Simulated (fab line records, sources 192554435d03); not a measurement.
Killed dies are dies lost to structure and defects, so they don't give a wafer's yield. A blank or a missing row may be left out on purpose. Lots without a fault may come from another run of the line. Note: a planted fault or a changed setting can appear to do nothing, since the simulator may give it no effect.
fab line records + flow n5-finfet
record
- lots=7
- wafers=39
route steps=1938 shown BEOL_M12@1639
start-h: the number of hours between the record's first day and the start of the first shown wafer of the lot + wait-h: hours elapsed since this lot's preceding step + " as in the row above + L1.1+2: a single row standing in for several wafers + - either no value or no given start + * or withheld: withheld + < > ~ a bound
route shown NAME@n: NAME is a module with steps in the file, n the number in the route of the first one + usual: mean/standard deviation of fault-free wafers + same: alike in all rows + chamber/n: place in a boat + sites: the reading at each site + _std_site: the values' standard deviation + _edge_site: inner sites' mean taken away from outer sites' mean + radius-mm: how far each site lies from the wafer's centre + mask NAME#n: copy n + behind: the most recent tool/chamber to have shaped the wafer + hold: cause of the lot's hold/its duration in hours/its outcome + device: which transistor (n, p or np) failed to switch + end of line: tests run on the same wafers once the route is complete + where a step has no rows: the recipe by itself + killed: not the wafer's yield, but the dies lost to structure and defects at the first sort + map: per-die view of a wafer (x killed, . not killed, _ where there is no die)
set.NAME: the setting as run; set.NAME@STEP: as run at that earlier step + model.NAME: the simulator's own value behind a step, which no gauge read
lots with deliberately changed settings; one table per step, one row per wafer
## steps
# step N5_BEOL_M12_TRENCH_ETCH_34
# recipe
- chemistry=C4F8/O2/Ar
- target=SiOC
- target-depth-a=3189.5
- mask-material=SOC
- pressure-mtorr=30
- source-w=3000
- bias-w=700
- Ar_flow_sccm=400
- C4F8_flow_sccm=15
- O2_flow_sccm=8
- he-inner-torr=15
- he-outer-torr=30
- time-s=125.5
- ion-energy-ev=250
| lot.wafer | tool        | chamber | start-h | wait-h | set.target-depth-a | model.etch.depth-nm |
|-----------|-------------|---------|---------|--------|--------------------|---------------------|
| L078.1    | rie-diel-03 | 1       | 282.02  | 0.0    | 3189.5             | 312.8               |
| L078.2    | "           | 0       | "       | "      | 3189.5             | 314                 |
| L078.3    | "           | 2       | "       | "      | 3189.5             | 320                 |
| L078.4    | "           | 3       | "       | "      | 3189.5             | 321.2               |
| L078.5    | "           | 0       | "       | "      | 3189.5             | 314.5               |
| L078.6    | "           | 3       | "       | "      | 3189.5             | 322.3               |
| L081.1    | rie-diel-02 | 1       | 294.92  | 0.0    | 2077               | 206.4               |
| L081.2    | "           | 2       | "       | "      | 3189.5             | 318.6               |
| L081.3    | "           | 0       | "       | "      | 2077               | 202.3               |
| L081.4    | "           | 3       | "       | "      | 3189.5             | 319.4               |
| L081.5    | "           | 3       | "       | "      | 2077               | 208.6               |
| L081.6    | "           | 0       | "       | "      | 3189.5             | 311.8               |
| L086.1    | rie-diel-03 | 2       | 316.93  | 0.0    | 3189.5             | 320.4               |
| L086.2    | "           | 0       | "       | "      | 3189.5             | 315.2               |
| L086.3    | "           | 3       | "       | "      | 3885               | 396.3               |
| L086.4    | "           | 1       | "       | "      | 3189.5             | 312.8               |
| L086.5    | "           | 3       | "       | "      | 3885               | 398.7               |
| L086.6    | "           | 2       | "       | "      | 3885               | 391.2               |
| L089.2    | rie-diel-06 | 2       | 327.30  | 0.0    | 3189.5             | 309.4               |
| L089.3    | "           | 0       | "       | "      | 3189.5             | 321.2               |
| L089.6    | "           | 2       | "       | "      | 3189.5             | 310.5               |
| L090.1    | rie-diel-02 | 0       | 347.90  | 0.0    | 3987               | 395.6               |
| L090.2    | "           | 3       | "       | "      | 3987               | 392.7               |
| L090.3    | "           | 2       | "       | "      | 3189.5             | 320.9               |
| L090.4    | "           | 1       | "       | "      | 3189.5             | 313.6               |
| L090.5    | "           | 1       | "       | "      | 3987               | 395.4               |
| L090.6    | "           | 0       | "       | "      | 3189.5             | 317                 |
| L092.1    | rie-diel-02 | 1       | 355.62  | 0.0    | 3189.5             | 308.9               |
| L092.2    | "           | 2       | "       | "      | 2549               | 253.8               |
| L092.3    | "           | 3       | "       | "      | 2549               | 250.9               |
| L092.4    | "           | 0       | "       | "      | 2549               | 249                 |
| L092.5    | "           | 0       | "       | "      | 3189.5             | 312.3               |
| L092.6    | "           | 1       | "       | "      | 3189.5             | 309.9               |
| L097.1    | rie-diel-03 | 1       | 382.50  | 0.0    | 3189.5             | 311.4               |
| L097.2    | "           | 3       | "       | "      | 3189.5             | 323.3               |
| L097.3    | "           | 2       | "       | "      | 4587               | 459.8               |
| L097.4    | "           | 1       | "       | "      | 3189.5             | 311.6               |
| L097.5    | "           | 2       | "       | "      | 4587               | 466.1               |
| L097.6    | "           | 3       | "       | "      | 4587               | 462.6               |
# step N5_BEOL_M12_STRIP_70
# recipe
- chemistry=C4F8/O2/Ar
- resist=SiARC
- rf-frequency-hz=6e+07
# step N5_BEOL_M12_OCD_MEAS_35
# usual
- trench-depth-nm=316/4.5
| lot.wafer | tool   | chamber | start-h | wait-h | set.target-depth-a@BEOL_M12_TRENCH_ETCH_34 | trench-depth-nm |
|-----------|--------|---------|---------|--------|--------------------------------------------|-----------------|
| L078.1    | ocd-02 | -       | 282.17  | 0.0    | 3189.5                                     | 312             |
| L078.2    | "      | -       | "       | "      | 3189.5                                     | 314             |
| L078.3    | "      | -       | "       | "      | 3189.5                                     | 320             |
| L078.4    | "      | -       | "       | "      | 3189.5                                     | 321             |
| L078.5    | "      | -       | "       | "      | 3189.5                                     | 314             |
| L078.6    | "      | -       | "       | "      | 3189.5                                     | 323             |
| L081.1    | ocd-02 | -       | 295.08  | 0.0    | 2077                                       | 206             |
| L081.2    | "      | -       | "       | "      | 3189.5                                     | 319             |
| L081.3    | "      | -       | "       | "      | 2077                                       | 202             |
| L081.4    | "      | -       | "       | "      | 3189.5                                     | 320             |
| L081.5    | "      | -       | "       | "      | 2077                                       | 209             |
| L081.6    | "      | -       | "       | "      | 3189.5                                     | 312             |
| L086.1    | ocd-01 | -       | 317.08  | 0.0    | 3189.5                                     | 321             |
| L086.2    | "      | -       | "       | "      | 3189.5                                     | 315             |
| L086.3    | "      | -       | "       | "      | 3885                                       | 396             |
| L086.4    | "      | -       | "       | "      | 3189.5                                     | 313             |
| L086.5    | "      | -       | "       | "      | 3885                                       | 399             |
| L086.6    | "      | -       | "       | "      | 3885                                       | 391             |
| L089.2    | ocd-02 | -       | 327.46  | 0.0    | 3189.5                                     | 310             |
| L089.3    | "      | -       | "       | "      | 3189.5                                     | 321             |
| L089.6    | "      | -       | "       | "      | 3189.5                                     | 310             |
| L090.1    | ocd-01 | -       | 348.05  | 0.0    | 3987                                       | 395             |
| L090.2    | "      | -       | "       | "      | 3987                                       | 393             |
| L090.3    | "      | -       | "       | "      | 3189.5                                     | 321             |
| L090.4    | "      | -       | "       | "      | 3189.5                                     | 314             |
| L090.5    | "      | -       | "       | "      | 3987                                       | 396             |
| L090.6    | "      | -       | "       | "      | 3189.5                                     | 316             |
| L092.1    | ocd-02 | -       | 355.77  | 0.0    | 3189.5                                     | 309             |
| L092.2    | "      | -       | "       | "      | 2549                                       | 254             |
| L092.3    | "      | -       | "       | "      | 2549                                       | 250             |
| L092.4    | "      | -       | "       | "      | 2549                                       | 249             |
| L092.5    | "      | -       | "       | "      | 3189.5                                     | 312             |
| L092.6    | "      | -       | "       | "      | 3189.5                                     | 310             |
| L097.1    | ocd-02 | -       | 382.65  | 0.0    | 3189.5                                     | 312             |
| L097.2    | "      | -       | "       | "      | 3189.5                                     | 324             |
| L097.3    | "      | -       | "       | "      | 4587                                       | 460             |
| L097.4    | "      | -       | "       | "      | 3189.5                                     | 311             |
| L097.5    | "      | -       | "       | "      | 4587                                       | 466             |
| L097.6    | "      | -       | "       | "      | 4587                                       | 463             |
# step N5_BEOL_M12_STRIP_37
# recipe
- chemistry=N2/H2
- power-w=1000
- temp-c=250
- h2-frac=0.65
- overash-fraction=0.3
- pressure-mtorr=withheld
- n2-flow-sccm=1750
- h2-flow-sccm=3250
# step N5_BEOL_M12_ETCH_38
# recipe
- chemistry=CF4/N2
- target=SiCN
- target-depth-a=687
- taper-deg=2
- time-s=73.4
- ion-energy-ev=150
- mask-material=SiO2
- pressure-mtorr=40
- source-w=430
- bias-w=70
- Ar_flow_sccm=100
- cf4-flow-sccm=60
- n2-flow-sccm=60
# step N5_BEOL_M12_ECD_47
# recipe
- material=Cu
- target-thk-a=7200
# step N5_BEOL_M12_ANNEAL_48
# recipe
- temp-c=225
- time-s=90
- ambient=N2
# step N5_BEOL_M12_CMP_49
# recipe
- stop-on=SiOC
- t-overpolish-s=20.6
- down-force-psi=1
- platen-rpm=50
- clearing-platen-down-force-psi=1.5
- clearing-platen-rpm=50
- post-cmp-clean=cu-alkaline
- target-thk-nm=320
- clearing-platen-pad-velocity-m-s=0.99484
- pad-velocity-m-s=0.99484
| lot.wafer | tool   | chamber | start-h | wait-h | set.target-depth-a@BEOL_M12_TRENCH_ETCH_34 | model.Cu_of_BEOL_M12_ECD_47.thk-nm |
|-----------|--------|---------|---------|--------|--------------------------------------------|------------------------------------|
| L078.1    | cmp-04 | 2       | 285.33  | 0.3    | 3189.5                                     | 315.2                              |
| L078.2    | "      | 3       | "       | "      | 3189.5                                     | 316.4                              |
| L078.3    | "      | 0       | "       | "      | 3189.5                                     | 319                                |
| L078.4    | "      | 1       | "       | "      | 3189.5                                     | 322.8                              |
| L078.5    | "      | 2       | "       | "      | 3189.5                                     | 317.4                              |
| L078.6    | "      | 3       | "       | "      | 3189.5                                     | 324.2                              |
| L081.2    | cmp-04 | 2       | 300.48  | 0.2    | 3189.5                                     | 321.2                              |
| L081.3    | "      | 3       | "       | "      | 2077                                       | 203.6                              |
| L081.4    | "      | 0       | "       | "      | 3189.5                                     | 319.2                              |
| L081.1    | "      | 1       | "       | "      | 2077                                       | 209.4                              |
| L081.5    | "      | 2       | "       | "      | 2077                                       | 210.8                              |
| L081.6    | "      | 3       | "       | "      | 3189.5                                     | 313.4                              |
| L086.4    | cmp-01 | 2       | 319.56  | 0.1    | 3189.5                                     | 312.2                              |
| L086.3    | "      | 3       | "       | "      | 3885                                       | 396.4                              |
| L086.1    | "      | 0       | "       | "      | 3189.5                                     | 320.2                              |
| L086.2    | "      | 1       | "       | "      | 3189.5                                     | 316.2                              |
| L086.6    | "      | 2       | "       | "      | 3885                                       | 391                                |
| L086.5    | "      | 3       | "       | "      | 3885                                       | 399.2                              |
| L089.3    | cmp-04 | 1       | 330.44  | 0.2    | 3189.5                                     | 324.2                              |
| L089.2    | "      | 3       | "       | "      | 3189.5                                     | 310.8                              |
| L089.6    | "      | 1       | "       | "      | 3189.5                                     | 313.2                              |
| L090.2    | cmp-03 | 3       | 351.35  | 0.2    | 3987                                       | 393.6                              |
| L090.1    | "      | 0       | "       | "      | 3987                                       | 396.8                              |
| L090.4    | "      | 1       | "       | "      | 3189.5                                     | 315.4                              |
| L090.3    | "      | 2       | "       | "      | 3189.5                                     | 323                                |
| L090.6    | "      | 3       | "       | "      | 3189.5                                     | 317.2                              |
| L090.5    | "      | 0       | "       | "      | 3987                                       | 396.2                              |
| L092.4    | cmp-01 | 0       | 357.10  | 0.1    | 2549                                       | 249.6                              |
| L092.3    | "      | 1       | "       | "      | 2549                                       | 251.4                              |
| L092.1    | "      | 2       | "       | "      | 3189.5                                     | 308.6                              |
| L092.2    | "      | 3       | "       | "      | 2549                                       | 254                                |
| L092.5    | "      | 0       | "       | "      | 3189.5                                     | 311                                |
| L092.6    | "      | 1       | "       | "      | 3189.5                                     | 310.4                              |
| L097.2    | cmp-04 | 2       | 384.44  | 0.2    | 3189.5                                     | 326.4                              |
| L097.1    | "      | 3       | "       | "      | 3189.5                                     | 314.2                              |
| L097.4    | "      | 0       | "       | "      | 3189.5                                     | 311.6                              |
| L097.3    | "      | 1       | "       | "      | 4587                                       | 463                                |
| L097.5    | "      | 2       | "       | "      | 4587                                       | 469.2                              |
| L097.6    | "      | 3       | "       | "      | 4587                                       | 463.6                              |
# step N5_BEOL_M12_THK_MEAS_50
# recipe
- thk-meas-gauge=xrf
- reads=Cu_of_BEOL_M12_ECD_47
# usual
- M12_THK=323/5.9
| lot.wafer | tool          | chamber | start-h | wait-h | set.target-depth-a@BEOL_M12_TRENCH_ETCH_34 | M12_THK[nm] |
|-----------|---------------|---------|---------|--------|--------------------------------------------|-------------|
| L078.1    | film-metro-02 | -       | 285.63  | -      | 3189.5                                     | 326         |
| L078.2    | "             | -       | "       | "      | 3189.5                                     | 327         |
| L078.3    | "             | -       | "       | "      | 3189.5                                     | 330         |
| L078.4    | "             | -       | "       | "      | 3189.5                                     | 335         |
| L078.5    | "             | -       | "       | "      | 3189.5                                     | 328         |
| L078.6    | "             | -       | "       | "      | 3189.5                                     | 335         |
| L081.1    | film-metro-01 | -       | 300.77  | -      | 2077                                       | 211         |
| L081.2    | "             | -       | "       | "      | 3189.5                                     | 325         |
| L081.3    | "             | -       | "       | "      | 2077                                       | 205         |
| L081.4    | "             | -       | "       | "      | 3189.5                                     | 322         |
| L081.5    | "             | -       | "       | "      | 2077                                       | 213         |
| L081.6    | "             | -       | "       | "      | 3189.5                                     | 317         |
| L086.1    | film-metro-02 | -       | 319.85  | -      | 3189.5                                     | 330         |
| L086.2    | "             | -       | "       | "      | 3189.5                                     | 325         |
| L086.3    | "             | -       | "       | "      | 3885                                       | 410         |
| L086.4    | "             | -       | "       | "      | 3189.5                                     | 321         |
| L086.5    | "             | -       | "       | "      | 3885                                       | 412         |
| L086.6    | "             | -       | "       | "      | 3885                                       | 404         |
| L089.2    | film-metro-01 | -       | 330.69  | -      | 3189.5                                     | 318         |
| L089.3    | "             | -       | "       | "      | 3189.5                                     | 329         |
| L089.6    | "             | -       | "       | "      | 3189.5                                     | 320         |
| L090.1    | film-metro-01 | -       | 351.65  | -      | 3987                                       | 405         |
| L090.2    | "             | -       | "       | "      | 3987                                       | 402         |
| L090.3    | "             | -       | "       | "      | 3189.5                                     | 330         |
| L090.4    | "             | -       | "       | "      | 3189.5                                     | 321         |
| L090.5    | "             | -       | "       | "      | 3987                                       | 404         |
| L090.6    | "             | -       | "       | "      | 3189.5                                     | 323         |
| L092.1    | film-metro-01 | -       | 357.39  | -      | 3189.5                                     | 313         |
| L092.2    | "             | -       | "       | "      | 2549                                       | 257         |
| L092.3    | "             | -       | "       | "      | 2549                                       | 253         |
| L092.4    | "             | -       | "       | "      | 2549                                       | 251         |
| L092.5    | "             | -       | "       | "      | 3189.5                                     | 315         |
| L092.6    | "             | -       | "       | "      | 3189.5                                     | 314         |
| L097.1    | film-metro-01 | -       | 384.74  | -      | 3189.5                                     | 316         |
| L097.2    | "             | -       | "       | "      | 3189.5                                     | 329         |
| L097.3    | "             | -       | "       | "      | 4587                                       | 467         |
| L097.4    | "             | -       | "       | "      | 3189.5                                     | 314         |
| L097.5    | "             | -       | "       | "      | 4587                                       | 474         |
| L097.6    | "             | -       | "       | "      | 4587                                       | 466         |
# step N5_BEOL_M12_PRE_CLEAN_52
# recipe
- gas=NH3
- time-s=15
- temp-c=withheld
- rf-power-w=300
# step N5_BEOL_M12_DEP_53
# recipe
- material=SiCN
- target-thk-a=300
- temp-c=withheld
- precursor=3MS/NH3
- pressure-torr=3
- rf-w=675
- time-s=10.5
# step N5_BEOL_M12_RS_MEAS_54
# recipe
- thk-meas-gauge=four-point-probe
- reads=Cu_of_BEOL_M12_ECD_47+Ta_of_BEOL_M12_SPUTTER_44+TaN_of_BEOL_M12_SPUTTER_43
# usual
- M12_RS=0.0606/0.00093
| lot.wafer | tool          | chamber | start-h | wait-h | set.target-depth-a@BEOL_M12_TRENCH_ETCH_34 | M12_RS[ohm/sq] |
|-----------|---------------|---------|---------|--------|--------------------------------------------|----------------|
| L078.1    | film-metro-02 | -       | 285.75  | 0.0    | 3189.5                                     | 0.0611         |
| L078.2    | "             | -       | "       | "      | 3189.5                                     | 0.0606         |
| L078.3    | "             | -       | "       | "      | 3189.5                                     | 0.0602         |
| L078.4    | "             | -       | "       | "      | 3189.5                                     | 0.0595         |
| L078.5    | "             | -       | "       | "      | 3189.5                                     | 0.0607         |
| L078.6    | "             | -       | "       | "      | 3189.5                                     | 0.0594         |
| L081.1    | film-metro-02 | -       | 300.90  | 0.0    | 2077                                       | 0.0942         |
| L081.2    | "             | -       | "       | "      | 3189.5                                     | 0.0599         |
| L081.3    | "             | -       | "       | "      | 2077                                       | 0.0968         |
| L081.4    | "             | -       | "       | "      | 3189.5                                     | 0.0601         |
| L081.5    | "             | -       | "       | "      | 2077                                       | 0.0934         |
| L081.6    | "             | -       | "       | "      | 3189.5                                     | 0.0613         |
| L086.1    | film-metro-02 | -       | 319.98  | 0.0    | 3189.5                                     | 0.0600         |
| L086.2    | "             | -       | "       | "      | 3189.5                                     | 0.0608         |
| L086.3    | "             | -       | "       | "      | 3885                                       | 0.0480         |
| L086.4    | "             | -       | "       | "      | 3189.5                                     | 0.0616         |
| L086.5    | "             | -       | "       | "      | 3885                                       | 0.0477         |
| L086.6    | "             | -       | "       | "      | 3885                                       | 0.0487         |
| L089.2    | film-metro-01 | -       | 330.82  | 0.0    | 3189.5                                     | 0.0618         |
| L089.3    | "             | -       | "       | "      | 3189.5                                     | 0.0592         |
| L089.6    | "             | -       | "       | "      | 3189.5                                     | 0.0613         |
| L090.1    | film-metro-02 | -       | 351.80  | 0.1    | 3987                                       | 0.0480         |
| L090.2    | "             | -       | "       | "      | 3987                                       | 0.0485         |
| L090.3    | "             | -       | "       | "      | 3189.5                                     | 0.0595         |
| L090.4    | "             | -       | "       | "      | 3189.5                                     | 0.0609         |
| L090.5    | "             | -       | "       | "      | 3987                                       | 0.0481         |
| L090.6    | "             | -       | "       | "      | 3189.5                                     | 0.0605         |
| L092.1    | film-metro-01 | -       | 357.52  | 0.0    | 3189.5                                     | 0.0624         |
| L092.2    | "             | -       | "       | "      | 2549                                       | 0.0766         |
| L092.3    | "             | -       | "       | "      | 2549                                       | 0.0773         |
| L092.4    | "             | -       | "       | "      | 2549                                       | 0.0778         |
| L092.5    | "             | -       | "       | "      | 3189.5                                     | 0.0618         |
| L092.6    | "             | -       | "       | "      | 3189.5                                     | 0.0621         |
| L097.1    | film-metro-02 | -       | 384.86  | 0.0    | 3189.5                                     | 0.0612         |
| L097.2    | "             | -       | "       | "      | 3189.5                                     | 0.0588         |
| L097.3    | "             | -       | "       | "      | 4587                                       | 0.0410         |
| L097.4    | "             | -       | "       | "      | 3189.5                                     | 0.0617         |
| L097.5    | "             | -       | "       | "      | 4587                                       | 0.0404         |
| L097.6    | "             | -       | "       | "      | 4587                                       | 0.0409         |
## key
split
- step=N5_BEOL_M12_TRENCH_ETCH_34
- setting=target-depth-a
- stated=3189.5
- by=wafer
response
- step=N5_BEOL_M12_TRENCH_ETCH_34
- reading=model.etch.depth-nm
- change=+3.27
- per=1%
- r=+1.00
response
- step=N5_BEOL_M12_OCD_MEAS_35
- reading=trench-depth-nm
- change=+3.27
- per=1%
- r=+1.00
response
- step=N5_BEOL_M12_CMP_49
- reading=model.Cu_of_BEOL_M12_ECD_47.thk-nm
- change=+3.26
- per=1%
- r=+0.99
response
- step=N5_BEOL_M12_THK_MEAS_50
- reading=M12_THK
- change=+3.33
- per=1%
- r=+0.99
response
- step=N5_BEOL_M12_RS_MEAS_54
- reading=M12_RS
- change=-0.000635
- per=1%
- r=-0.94
